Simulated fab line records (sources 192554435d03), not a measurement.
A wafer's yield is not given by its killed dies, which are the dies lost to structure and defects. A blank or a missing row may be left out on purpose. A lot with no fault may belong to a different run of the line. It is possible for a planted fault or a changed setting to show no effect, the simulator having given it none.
8D (eight disciplines) problem report, filled in by code / flow n5Finfet / the parts of the form that need people (team, actions taken, sign-off) are left out

1. WHAT IS WRONG
At N5_PASSIVATION_PROBE_49, killedAtContacts averages 117 over 6 wafers from 2 lots, while fault-free wafers read 13, standard deviation 5.9. Relative to the usual mean, that is a shift of +18 standard deviations.
Earliest sighting: wafer L497.2 on prober-02 at day 17 01:15. Wafers with a number at this step in the record: 9, from 3 lots. The rule behind "out" and "out of limits": a value lying over 4 standard deviations away from the usual mean. The other wafers with a number count as sound.

2. WHAT IT IS AND WHAT IT IS NOT
question=which readings at this step; is=killedAtContacts, killedDies, sort_bin_5_function; is not=killed_at_M4_up, killedAtFrontEnd, killedAtOther, killedOpen, killedShort
question=which lots; is=L497, L499; is not=L490
question=which wafers of those lots; is=all that have a number; is not=-
question=read on which tools; is=prober-01, prober-02; is not=-
question=when; is=from day 17 01:15; is not=up to then (3 sound wafers)

3. THE SUSPECTS, EACH WITH WHAT RULES IT OUT
Counting: a tool at any process step up to the reading remains a suspect when it ran all the lots that are out and ran no sound lot after the first of those.
- remotePlasma-02 at N5_MOL_CONTACT_COAG_PRECLEAN_111 (cleans in NF3:NH3, afs cycles 1, time 20 s, sublimation time 60 s): kept. It ran every lot that is out, first L497 (day 7 20:03), and no sound lot after that.
- aldMetal-01 at N5_MOL_CONTACT_COAG_ALD_20 (deposits TiN, target thk 1.5 nm, pulse time 1 s, purge time 3 s): kept. It ran every lot that is out, first L497 (day 7 20:26), and no sound lot after that; its last sound lot up to then is L490 (day 5 23:30).
- pvdSputter-03 at N5_MOL_CONTACT_COAG_SPUTTER_143 (material Co, target thk 2.5 nm): kept. It ran every lot that is out, first L497 (day 7 22:22), and no sound lot after that.
- cvdCo-02 at N5_MOL_CONTACT_COAG_CO_FILL_22 (material Co, precursor CCTBA/H2, target thk 20 nm): kept. It ran every lot that is out, first L497 (day 7 22:29), and no sound lot after that.
Left after counting: remotePlasma-02 at N5_MOL_CONTACT_COAG_PRECLEAN_111, aldMetal-01 at N5_MOL_CONTACT_COAG_ALD_20, pvdSputter-03 at N5_MOL_CONTACT_COAG_SPUTTER_143, cvdCo-02 at N5_MOL_CONTACT_COAG_CO_FILL_22.

4. THE CAUSE (what the simulator had put in)
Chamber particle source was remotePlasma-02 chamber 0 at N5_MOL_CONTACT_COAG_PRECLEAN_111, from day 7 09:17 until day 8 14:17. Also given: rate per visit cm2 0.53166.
This tool is one of the 4 suspects left after counting.

5. THE EFFECT CHAIN, in route order
One row per reading whose mean, taken over the struck wafers that have a number, lies over 3 standard deviations from the usual. Only readings for which the record gives a usual standard deviation are gone through. hours: the time from each lot's start at the first step in this table that gives one to its start at this step, as a median over the lots. sigmas: the change in usual standard deviations.
hours=0; step=N5_PASSIVATION_PROBE_49; reading=defectLimitedYield; usual=91.6 %; on struck wafers=84.1; change=-7.5; sigmas=-5.3
hours=0; step=N5_PASSIVATION_PROBE_49; reading=killedAtContacts; usual=13; on struck wafers=117; change=+104; sigmas=+18
hours=0; step=N5_PASSIVATION_PROBE_49; reading=killedDies; usual=99; on struck wafers=187; change=+88; sigmas=+5.5
hours=0; step=N5_PASSIVATION_PROBE_49; reading=sort_bin_5_function; usual=4.9 %; on struck wafers=10.5; change=+5.6; sigmas=+6.2
hours=0; step=N5_PASSIVATION_PROBE_49; reading=sortNPass; usual=1081; on struck wafers=993; change=-88; sigmas=-5.2
hours=0; step=N5_PASSIVATION_PROBE_49; reading=sortYieldPct; usual=91.6 %; on struck wafers=84.1; change=-7.5; sigmas=-5.3
The process steps in it:
- N5_PASSIVATION_PROBE_49

6. WHAT WOULD HAVE CAUGHT IT SOONER
First out-of-limits reading in this record: day 17 01:15, which is 232 hours after fault onset at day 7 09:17.
An alarm limit of 4 standard deviations would not have fired on the tool readings at N5_MOL_CONTACT_COAG_PRECLEAN_111 for which the record gives a usual standard deviation, since none of them was out on any struck wafer.
By day 17 01:15, every lot that is out (2) had started N5_MOL_CONTACT_COAG_PRECLEAN_111 on remotePlasma-02. None of them would have been spared by holding the tool at that moment.
